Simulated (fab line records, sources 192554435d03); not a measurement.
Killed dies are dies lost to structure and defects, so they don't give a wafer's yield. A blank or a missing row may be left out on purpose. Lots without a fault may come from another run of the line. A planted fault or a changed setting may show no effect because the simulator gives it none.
Which tool did it? | flow n5_finfet | 7 lots, 21 wafers sampled, at 8 steps of a route of 1938

WHAT THE GAUGES READ, wafer by wafer
N5_BEOL_M9_CD_MEAS_28: target cd 70 nm.
lot  | measured     | on        | cd_nm (nm)
L732 | day 10 12:02 | cd_sem-01 | 70.2 70.2 70.4
L742 | day 12 08:58 | cd_sem-03 | 69.8 69.7 70.2
L743 | day 12 23:23 | cd_sem-01 | 69.9 70.5 70.5
L745 | day 13 05:13 | cd_sem-03 | 70.0 69.9 69.9
L749 | day 14 06:23 | cd_sem-03 | 69.9 70.3 69.9
L750 | day 14 17:17 | cd_sem-02 | 70.1 69.7 70.0
L754 | day 16 01:11 | cd_sem-02 | 70.5 70.3 70.5

N5_BEOL_M9_OCD_MEAS_38.
lot  | measured     | on     | trench_depth_nm (nm)
L732 | day 10 12:41 | ocd-01 | 152.6 148.4 148.2
L742 | day 12 09:32 | ocd-01 | 154.8 153.2 216.0
L743 | day 13 04:40 | ocd-02 | 218.0 154.8 153.0
L745 | day 13 05:49 | ocd-01 | 152.3 153.2 149.1
L749 | day 14 07:15 | ocd-02 | 158.9 156.7 150.0
L750 | day 14 17:52 | ocd-02 | 152.0 149.3 151.5
L754 | day 16 01:46 | ocd-01 | 149.7 153.8 152.5

N5_BEOL_M9_THK_MEAS_53: measures by xrf.
lot  | measured     | on            | M9_THK (nm)
L732 | day 10 16:01 | film_metro-02 | 139.7 134.8 136.2
L742 | day 12 12:05 | film_metro-02 | 141.8 141.0 201.4
L743 | day 13 08:23 | film_metro-01 | 202.8 140.3 140.0
L745 | day 13 08:08 | film_metro-02 | 141.1 140.6 136.9
L749 | day 14 11:40 | film_metro-02 | 147.0 145.4 138.3
L750 | day 14 20:18 | film_metro-01 | 139.6 138.0 140.8
L754 | day 16 06:08 | film_metro-01 | 137.3 142.3 140.1

N5_BEOL_M9_RS_MEAS_57: measures by four-point-probe.
lot  | measured     | on            | M9_RS (ohm/sq)
L732 | day 10 16:08 | film_metro-02 | 0.150 0.155 0.154
L742 | day 12 12:13 | film_metro-01 | 0.145 0.147 0.099
L743 | day 13 08:31 | film_metro-01 | 0.100 0.148 0.150
L745 | day 13 08:16 | film_metro-02 | 0.149 0.148 0.154
L749 | day 14 11:48 | film_metro-01 | 0.141 0.142 0.151
L750 | day 14 20:26 | film_metro-01 | 0.150 0.151 0.148
L754 | day 16 06:17 | film_metro-02 | 0.152 0.147 0.149

N5_BEOL_M15_RC_MEAS_101.
lot  | measured     | on        | COMB_M10 (S/m)             | COMB_M11 (S/m)             | COMB_M12 (S/m)          | COMB_M12_max_site (S/m)   | COMB_M13 (S/m)          | COMB_M14 (S/m)          | COMB_M15 (S/m)          | COMB_M5 (S/m)           | COMB_M5_max_site (S/m)  | COMB_M6 (S/m)           | COMB_M7 (S/m)           | COMB_M8 (S/m)           | SERP_M10 (ohm/um) | SERP_M11 (ohm/um) | SERP_M12 (ohm/um) | SERP_M13 (ohm/um) | SERP_M14 (ohm/um) | SERP_M5 (ohm/um) | SERP_M6 (ohm/um) | SERP_M7 (ohm/um) | SERP_M8 (ohm/um) | SERP_M9 (ohm/um) | SERP_M9_max_site (ohm/um)
L732 | day 12 12:10 | prober-02 | 1.61e-11 2.02e-11 1.44e-11 | 1.63e-11 1.68e-11 1.34e-11 | 5.9e-12 7e-12 7.1e-12   | 9e-12 9.7e-12 1.16e-11    | 5.3e-12 4.3e-12 6.7e-12 | 3.7e-12 3.5e-12 4.8e-12 | 2.9e-12 2.2e-12 2e-12   | 4e-11 3.3e-11 4.9e-11   | 6.3e-11 5.2e-11 5.2e-11 | 2.6e-11 2.2e-11 2.9e-11 | 1.9e-11 1.9e-11 2.3e-11 | 2.4e-11 2.2e-11 2.8e-11 | 2.99 3.07 3.09    | 3.03 2.99 2.99    | 0.642 0.621 0.639 | 0.317 0.314 0.318 | 0.167 0.167 0.169 | 37.5 38.0 39.4   | 14.3 14.1 14.2   | 13.8 13.8 13.7   | 14.4 13.8 13.7   | 3.01 3.10 3.10   | 3.19 3.26 3.18
L742 | day 14 03:20 | prober-02 | 1.63e-11 1.57e-11 1.36e-11 | 9.9e-12 1.8e-11 1.25e-11   | 5.5e-12 6e-12 5.4e-12   | 8.1e-12 9.1e-12 1.09e-11  | 5e-12 4.8e-12 4.3e-12   | 6.3e-12 5.4e-12 4.7e-12 | 3.7e-12 3.3e-12 3.7e-12 | 3.9e-11 4.8e-11 2.8e-11 | 4.8e-11 6.9e-11 5e-11   | 2.2e-11 2.1e-11 2e-11   | 2.4e-11 2.5e-11 2.1e-11 | 2.1e-11 1.9e-11 2.5e-11 | 3.14 3.20 3.07    | 2.94 3.03 2.98    | 0.648 0.650 0.649 | 0.310 0.308 0.301 | 0.166 0.167 0.171 | 39.2 39.9 41.0   | 13.4 13.8 13.8   | 14.8 15.3 14.6   | 13.8 14.6 14.6   | 2.90 3.05 2.00   | 3.00 3.11 2.04
L743 | day 15 03:11 | prober-02 | 1.89e-11 1.45e-11 1.41e-11 | 1.96e-11 1.36e-11 1.43e-11 | 6.8e-12 5.8e-12 6.3e-12 | 9.8e-12 8.8e-12 9e-12     | 6.2e-12 5e-12 5.1e-12   | 5.5e-12 3.2e-12 3.6e-12 | 3.5e-12 2.5e-12 2.1e-12 | 3.6e-11 3.2e-11 4e-11   | 3.8e-11 3.8e-11 6.2e-11 | 2.4e-11 2.5e-11 2.9e-11 | 2.5e-11 3.2e-11 2.3e-11 | 2.7e-11 2.4e-11 2.9e-11 | 3.03 3.16 3.04    | 3.05 3.15 3.08    | 0.602 0.614 0.639 | 0.312 0.295 0.304 | 0.158 0.156 0.166 | 40.3 39.4 40.7   | 13.7 14.5 13.7   | 14.0 13.5 13.2   | 14.1 13.6 14.3   | 2.01 3.01 3.06   | 2.04 3.07 3.19
L745 | day 14 20:07 | prober-02 | 1.96e-11 1.59e-11 1.9e-11  | 1.28e-11 1.12e-11 1.43e-11 | 7.7e-12 7e-12 8.5e-12   | 1.16e-11 8.3e-12 1.02e-11 | 4.3e-12 4.2e-12 5.7e-12 | 5.7e-12 4.4e-12 4.4e-12 | 2.5e-12 4.2e-12 2.3e-12 | 4.4e-11 4.5e-11 4.2e-11 | 5.3e-11 5.2e-11 5.5e-11 | 1.6e-11 1.7e-11 2.6e-11 | 2.2e-11 1.6e-11 1.5e-11 | 2.2e-11 3.3e-11 2.5e-11 | 3.07 3.03 3.08    | 3.13 2.88 3.16    | 0.636 0.640 0.648 | 0.310 0.303 0.306 | 0.167 0.155 0.162 | 41.5 39.9 39.5   | 14.5 14.9 14.4   | 14.3 14.0 14.0   | 14.4 14.3 14.8   | 3.03 3.02 3.16   | 3.12 3.10 3.23
L749 | day 16 14:12 | prober-02 | 1.2e-11 1.34e-11 1.22e-11  | 1.66e-11 1.54e-11 1.68e-11 | 5.7e-12 6.5e-12 6.8e-12 | 7.5e-12 1.1e-11 9.5e-12   | 6.4e-12 5.9e-12 5.2e-12 | 4.2e-12 3.9e-12 2.7e-12 | 2.8e-12 3.3e-12 2.8e-12 | 3.9e-11 4e-11 4.4e-11   | 6e-11 4.8e-11 6.7e-11   | 2.3e-11 2.2e-11 3.1e-11 | 3.7e-11 2.2e-11 2.6e-11 | 3.6e-11 2.8e-11 2.6e-11 | 3.10 3.00 3.16    | 3.27 3.01 3.05    | 0.663 0.664 0.656 | 0.302 0.309 0.311 | 0.166 0.161 0.168 | 41.2 42.2 40.0   | 14.6 15.2 14.4   | 14.7 13.7 14.9   | 14.4 14.3 14.4   | 2.81 2.84 3.04   | 2.88 2.90 3.15
L750 | day 16 15:41 | prober-01 | 1.28e-11 1.41e-11 1.17e-11 | 1.47e-11 1.34e-11 1.62e-11 | 4.6e-12 5.6e-12 4.7e-12 | 8.6e-12 6.9e-12 9.8e-12   | 4.7e-12 4e-12 3.7e-12   | 2.8e-12 3.7e-12 3.9e-12 | 2.2e-12 2.8e-12 2.9e-12 | 3.9e-11 3.5e-11 4.2e-11 | 4.9e-11 5.9e-11 6.4e-11 | 3.2e-11 2.7e-11 3.6e-11 | 1.5e-11 2.3e-11 1.8e-11 | 2.8e-11 2.7e-11 2.6e-11 | 3.10 3.21 3.07    | 3.16 3.07 2.94    | 0.621 0.655 0.615 | 0.295 0.305 0.316 | 0.163 0.163 0.157 | 41.3 41.8 42.4   | 14.7 14.6 13.5   | 13.3 13.0 12.9   | 13.2 14.0 13.4   | 3.02 3.13 3.08   | 3.08 3.21 3.20
L754 | day 18 00:25 | prober-01 | 1.32e-11 1.2e-11 9.2e-12   | 1.39e-11 1.52e-11 1.29e-11 | 4.7e-12 4.9e-12 7.6e-12 | 8.1e-12 7.3e-12 1.1e-11   | 6.3e-12 4.3e-12 3.8e-12 | 3.1e-12 3.3e-12 3.2e-12 | 1.1e-12 2e-12 1.8e-12   | 3.5e-11 2.4e-11 4.5e-11 | 5.4e-11 4.3e-11 5e-11   | 2.2e-11 3.2e-11 2.5e-11 | 2.1e-11 2.8e-11 2e-11   | 2.5e-11 2.4e-11 2.7e-11 | 3.05 3.04 3.05    | 3.05 3.05 2.99    | 0.624 0.639 0.613 | 0.313 0.310 0.302 | 0.157 0.172 0.165 | 36.1 37.4 35.1   | 14.0 13.9 14.8   | 13.2 14.1 13.7   | 14.0 14.0 12.7   | 3.11 2.99 3.05   | 3.20 3.07 3.13

WHICH TOOL RAN EACH LOT (tool, then ch and the chambers of the sampled wafers, then the start)
lot  | N5_BEOL_M9_ETCH_65                 | N5_BEOL_M9_TRENCH_ETCH_37          | N5_BEOL_M9_SURFACE_TREAT_79
L732 | rie_diel-03 ch 0,2, day 10 12:17   | rie_diel-03 ch 0,2, day 10 12:31   | pvd_sputter-03, day 10 14:56
L742 | rie_diel-03 ch 0,2,3, day 12 09:08 | rie_diel-03 ch 0,2,3, day 12 09:22 | pvd_sputter-02, day 12 10:53
L743 | rie_diel-03 ch 0,2,3, day 12 23:48 | rie_diel-03 ch 0,2,3, day 13 00:02 | pvd_sputter-03, day 13 06:52
L745 | rie_diel-06 ch 0,1,2, day 13 05:24 | rie_diel-06 ch 0,1,2, day 13 05:38 | pvd_sputter-02, day 13 07:04
L749 | rie_diel-01 ch 2,3, day 14 06:50   | rie_diel-01 ch 2,3, day 14 07:04   | pvd_sputter-01, day 14 08:28
L750 | rie_diel-06 ch 0,2,3, day 14 17:28 | rie_diel-06 ch 0,2,3, day 14 17:41 | pvd_sputter-01, day 14 18:57
L754 | rie_diel-06 ch 1,2,3, day 16 01:21 | rie_diel-06 ch 1,2,3, day 16 01:35 | pvd_sputter-02, day 16 03:59
- N5_BEOL_M9_ETCH_65: etches SiARC in CF4, target depth 15.6 nm, time 26 s.
- N5_BEOL_M9_TRENCH_ETCH_37: etches SiCOH lowk in C4F6/O2, target depth 151.43 nm, time 49 s.
- N5_BEOL_M9_SURFACE_TREAT_79

WHAT THE TOOLS THEMSELVES READ (means of the sampled wafers that have a number; where no wafer has one, the mark that the record gives instead)
N5_BEOL_M9_ETCH_65.
lot  | tool        | drypump_motor_current_A (A) | etch_rf_on_time_s (s) | oes_product_au (a.u.) | rf_vpp_V (V) | showerhead_plenum_p_Torr (Torr) | throttle_valve_pct (%)
L732 | rie_diel-03 | 5.2                         | 26.1                  | 0.65                  | 184.0        | 2.12                            | 15.28
L742 | rie_diel-03 | 5.4                         | 26.1                  | 0.71                  | 183.7        | 2.16                            | 15.40
L743 | rie_diel-03 | 5.4                         | 26.1                  | 0.69                  | 184.3        | 2.16                            | 15.40
L745 | rie_diel-06 | 5.7                         | 26.1                  | 0.67                  | 182.8        | 2.12                            | 15.62
L749 | rie_diel-01 | 6.1                         | 24.8                  | 0.82                  | 185.9        | 2.22                            | 15.40
L750 | rie_diel-06 | 5.4                         | 25.9                  | 0.74                  | 184.0        | 2.15                            | 15.67
L754 | rie_diel-06 | 5.5                         | 25.8                  | 0.71                  | 184.4        | 2.17                            | 15.52

N5_BEOL_M9_TRENCH_ETCH_37.
lot  | tool        | O2_flow_sccm (sccm) | drypump_motor_current_A (A) | oes_product_au (a.u.) | rf_vpp_V (V) | showerhead_plenum_p_Torr (Torr) | throttle_valve_pct (%)
L732 | rie_diel-03 | 9.971               | 5.2                         | 0.76                  | 659          | 2.81                            | 20.50
L742 | rie_diel-03 | 10.006              | 5.4                         | 0.90                  | 663          | 2.88                            | 20.74
L743 | rie_diel-03 | 9.995               | 5.5                         | 0.88                  | 663          | 2.87                            | 20.75
L745 | rie_diel-06 | 10.009              | 5.6                         | 0.80                  | 657          | 2.80                            | 20.86
L749 | rie_diel-01 | 9.982               | 6.1                         | 0.94                  | 671          | 2.92                            | 20.63
L750 | rie_diel-06 | 10.009              | 5.4                         | 0.86                  | 659          | 2.84                            | 20.94
L754 | rie_diel-06 | 10.037              | 5.5                         | 0.83                  | 666          | 2.88                            | 20.83

THE ANSWER, worked out from the rows above alone
Rule: what is usual is taken from the lots themselves. Put in order of their means at a reading, lots are off if they are a third of the lots or fewer, leave a main group of 4 or more, and stand apart from it by a gap of 3 or more times the standard deviation of the main group's means; of several such gaps the widest counts. A main group whose means are all the same, to the digits that the tables above print for the reading, isn't used. A lot without any number at a reading at which 4 lots or more have one is off too. The other lots that the step has rows for count as sound. The gauges are gone through in route order, then the tools' own readings, and for those a lot's mean is taken as printed above. The first step at which some lot is off is used, and at that step the reading that is off furthest; a lot without a number counts as furthest.
Off: L742, L743, at N5_BEOL_M9_OCD_MEAS_38 (trench_depth_nm). The main group: mean 151.9 nm, standard deviation 1.8.
A tool fits if, at a process step before that reading, it ran every lot that is off, and no sound lot after the first of them. The gauges at N5_BEOL_M9_OCD_MEAS_38 aren't tried: what is off there is off at N5_BEOL_M9_THK_MEAS_53 too, on other tools, and a gauge's error can't cause that. One fits: rie_diel-03 at N5_BEOL_M9_ETCH_65 and N5_BEOL_M9_TRENCH_ETCH_37. At N5_BEOL_M9_ETCH_65 its last sound lot is L732 (day 10 12:17), its first lot that is off L742 (day 12 09:08): a fault that began between those two fits.

WHAT THE SIMULATOR HAD PUT IN
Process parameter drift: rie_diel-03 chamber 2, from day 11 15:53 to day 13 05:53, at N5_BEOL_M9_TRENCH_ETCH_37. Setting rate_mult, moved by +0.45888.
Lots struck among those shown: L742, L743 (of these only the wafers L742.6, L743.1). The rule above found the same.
